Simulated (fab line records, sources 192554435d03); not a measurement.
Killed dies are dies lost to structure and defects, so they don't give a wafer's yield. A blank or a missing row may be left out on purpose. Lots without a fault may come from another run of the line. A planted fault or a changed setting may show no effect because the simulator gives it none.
Chamber matching | flow n5_finfet | N5_DUMMY_GATE_ALD_02 on ald_sin-01: 4 sister chambers
The step deposits SiO2, target thk 2 nm, pulse time 1 s. 16 wafers are shown with their chamber, then 8 later ones without.

WAFERS WITH THEIR CHAMBER
wafer  | chamber | heater_power_w (W) | precursor_pulse_height_rel
L074.2 | 1       | 488                | 1.020
L074.3 | 0       | 444                | 0.990
L074.5 | 2       | 570                | 0.996
L076.1 | 3       | 486                | 0.960
L076.4 | 1       | 486                | 1.039
L076.6 | 2       | 582                | 1.002
L083.1 | 0       | 426                | 1.030
L083.2 | 2       | 586                | 0.991
L083.3 | 3       | 491                | 1.000
L084.2 | 2       | 572                | 0.980
L084.5 | 1       | 499                | 0.957
L084.6 | 2       | 585                | 0.973
L088.1 | 3       | 493                | 0.996
L088.2 | 2       | 595                | 1.008
L088.4 | 1       | 494                | 1.015
L090.2 | 1       | 501                | 0.983

SIGNATURES (means of the wafers above)
reading                    | chamber 0 | chamber 1 | chamber 2 | chamber 3 | scatter within a chamber
heater_power_w             | 435.00    | 493.60    | 581.67    | 490.00    | 8.16
precursor_pulse_height_rel | 1.01000   | 1.00280   | 0.99167   | 0.98533   | 0.024
Rule: a wafer's distance from a chamber is the root of the sum, over the readings, of the square of ((its reading less the chamber's mean) divided by the reading's scatter). The wafer belongs to the nearest chamber; if the next one is less than 2 further off, it can't be placed. The scatter: the root of (the sum of the squares of (reading less its chamber's mean) over the shown wafers, divided by (wafers less chambers)).

WAFERS WITHOUT THEIR CHAMBER
wafer  | heater_power_w (W) | precursor_pulse_height_rel
L090.3 | 588                | 0.957
L090.4 | 426                | 0.992
L091.1 | 565                | 1.015
L091.2 | 485                | 1.005
L091.3 | 423                | 1.017
L091.4 | 604                | 1.013
L091.5 | 505                | 0.966
L091.6 | 433                | 1.033

WHICH CHAMBER EACH WENT THROUGH
wafer  | from the rows above     | in truth
L090.3 | 2                       | 2
L090.4 | 0                       | 0
L091.1 | 2                       | 2
L091.2 | can't be placed: 3 or 1 | 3
L091.3 | 0                       | 0
L091.4 | 2                       | 2
L091.5 | can't be placed: 3 or 1 | 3
L091.6 | 0                       | 0
Placed correctly: 6 of 8. Can't be placed from these rows: 2 (the true chamber is among the candidates in 2). Placed wrongly: 0.
